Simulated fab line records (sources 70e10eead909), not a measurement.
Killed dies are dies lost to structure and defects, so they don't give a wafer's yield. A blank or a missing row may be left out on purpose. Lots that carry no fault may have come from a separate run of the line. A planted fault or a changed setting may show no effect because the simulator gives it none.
Matching of chambers / flow nand_harc / 4 sister chambers for NHARC_A_SGD_CUT_DESCUM_14 on rie_diel-11
The step chemistry O2, time 3 s. 16 wafers are shown with their chamber, then 8 later ones without.

== WAFERS PAIRED WITH THEIR CHAMBERS ==
wafer=L074.1; chamber=2; showerhead_plenum_p_Torr (Torr)=1.98; drypump_motor_current_A (A)=5.4; oes_product_au (a.u.)=0.997
wafer=L074.3; chamber=1; showerhead_plenum_p_Torr (Torr)=2.03; drypump_motor_current_A (A)=6.0; oes_product_au (a.u.)=1.009
wafer=L074.5; chamber=1; showerhead_plenum_p_Torr (Torr)=2.03; drypump_motor_current_A (A)=6.0; oes_product_au (a.u.)=1.000
wafer=L075.2; chamber=0; showerhead_plenum_p_Torr (Torr)=1.79; drypump_motor_current_A (A)=6.8; oes_product_au (a.u.)=1.022
wafer=L075.3; chamber=2; showerhead_plenum_p_Torr (Torr)=1.98; drypump_motor_current_A (A)=5.4; oes_product_au (a.u.)=1.004
wafer=L075.4; chamber=2; showerhead_plenum_p_Torr (Torr)=1.98; drypump_motor_current_A (A)=5.4; oes_product_au (a.u.)=1.009
wafer=L077.2; chamber=3; showerhead_plenum_p_Torr (Torr)=1.94; drypump_motor_current_A (A)=6.4; oes_product_au (a.u.)=0.991
wafer=L077.5; chamber=0; showerhead_plenum_p_Torr (Torr)=1.79; drypump_motor_current_A (A)=6.8; oes_product_au (a.u.)=1.013
wafer=L077.6; chamber=3; showerhead_plenum_p_Torr (Torr)=1.94; drypump_motor_current_A (A)=6.4; oes_product_au (a.u.)=0.993
wafer=L079.1; chamber=0; showerhead_plenum_p_Torr (Torr)=1.79; drypump_motor_current_A (A)=6.8; oes_product_au (a.u.)=1.013
wafer=L079.4; chamber=2; showerhead_plenum_p_Torr (Torr)=1.98; drypump_motor_current_A (A)=5.4; oes_product_au (a.u.)=1.001
wafer=L079.6; chamber=3; showerhead_plenum_p_Torr (Torr)=1.94; drypump_motor_current_A (A)=6.4; oes_product_au (a.u.)=0.985
wafer=L089.1; chamber=2; showerhead_plenum_p_Torr (Torr)=1.97; drypump_motor_current_A (A)=5.4; oes_product_au (a.u.)=0.993
wafer=L089.4; chamber=1; showerhead_plenum_p_Torr (Torr)=2.03; drypump_motor_current_A (A)=6.1; oes_product_au (a.u.)=0.994
wafer=L089.6; chamber=3; showerhead_plenum_p_Torr (Torr)=1.94; drypump_motor_current_A (A)=6.4; oes_product_au (a.u.)=1.004
wafer=L091.2; chamber=0; showerhead_plenum_p_Torr (Torr)=1.79; drypump_motor_current_A (A)=6.8; oes_product_au (a.u.)=0.988

SIGNATURES, as means of the wafers listed above
reading=showerhead_plenum_p_Torr; chamber 0=1.7900; chamber 1=2.0300; chamber 2=1.9780; chamber 3=1.9400; scatter within a chamber=0.00258
reading=drypump_motor_current_A; chamber 0=6.800; chamber 1=6.033; chamber 2=5.400; chamber 3=6.400; scatter within a chamber=0.0236
reading=oes_product_au; chamber 0=1.00900; chamber 1=1.00100; chamber 2=1.00080; chamber 3=0.99325; scatter within a chamber=0.00956
Rule: for a wafer and a chamber, the distance is found by dividing, reading by reading, the gap between the wafer's reading and the chamber's mean by the reading's scatter, squaring, summing and taking the root. If the next closest chamber is less than 2 further off than the closest, the wafer can't be placed; otherwise it belongs to the closest. The scatter is the square root of a quotient: the sum, over the shown wafers, of each reading's squared deviation from its chamber's mean, divided by wafers minus chambers.

== WAFERS MISSING THEIR CHAMBER ==
wafer=L091.5; showerhead_plenum_p_Torr (Torr)=2.02; drypump_motor_current_A (A)=6.0; oes_product_au (a.u.)=1.002
wafer=L091.6; showerhead_plenum_p_Torr (Torr)=1.97; drypump_motor_current_A (A)=5.4; oes_product_au (a.u.)=0.985
wafer=L093.3; showerhead_plenum_p_Torr (Torr)=1.97; drypump_motor_current_A (A)=5.4; oes_product_au (a.u.)=0.978
wafer=L093.4; showerhead_plenum_p_Torr (Torr)=1.79; drypump_motor_current_A (A)=6.8; oes_product_au (a.u.)=0.981
wafer=L093.5; showerhead_plenum_p_Torr (Torr)=1.97; drypump_motor_current_A (A)=5.4; oes_product_au (a.u.)=0.996
wafer=L097.1; showerhead_plenum_p_Torr (Torr)=1.79; drypump_motor_current_A (A)=6.7; oes_product_au (a.u.)=0.984
wafer=L097.4; showerhead_plenum_p_Torr (Torr)=1.94; drypump_motor_current_A (A)=6.4; oes_product_au (a.u.)=1.008
wafer=L097.5; showerhead_plenum_p_Torr (Torr)=1.79; drypump_motor_current_A (A)=6.8; oes_product_au (a.u.)=0.975

== CHAMBER TAKEN BY EACH ==
wafer=L091.5; from the rows above=1; in truth=1
wafer=L091.6; from the rows above=2; in truth=2
wafer=L093.3; from the rows above=2; in truth=2
wafer=L093.4; from the rows above=0; in truth=0
wafer=L093.5; from the rows above=2; in truth=2
wafer=L097.1; from the rows above=0; in truth=0
wafer=L097.4; from the rows above=3; in truth=3
wafer=L097.5; from the rows above=0; in truth=0
8 of 8 placed correctly. From these rows, 0 cannot be placed. Placed wrongly: 0.
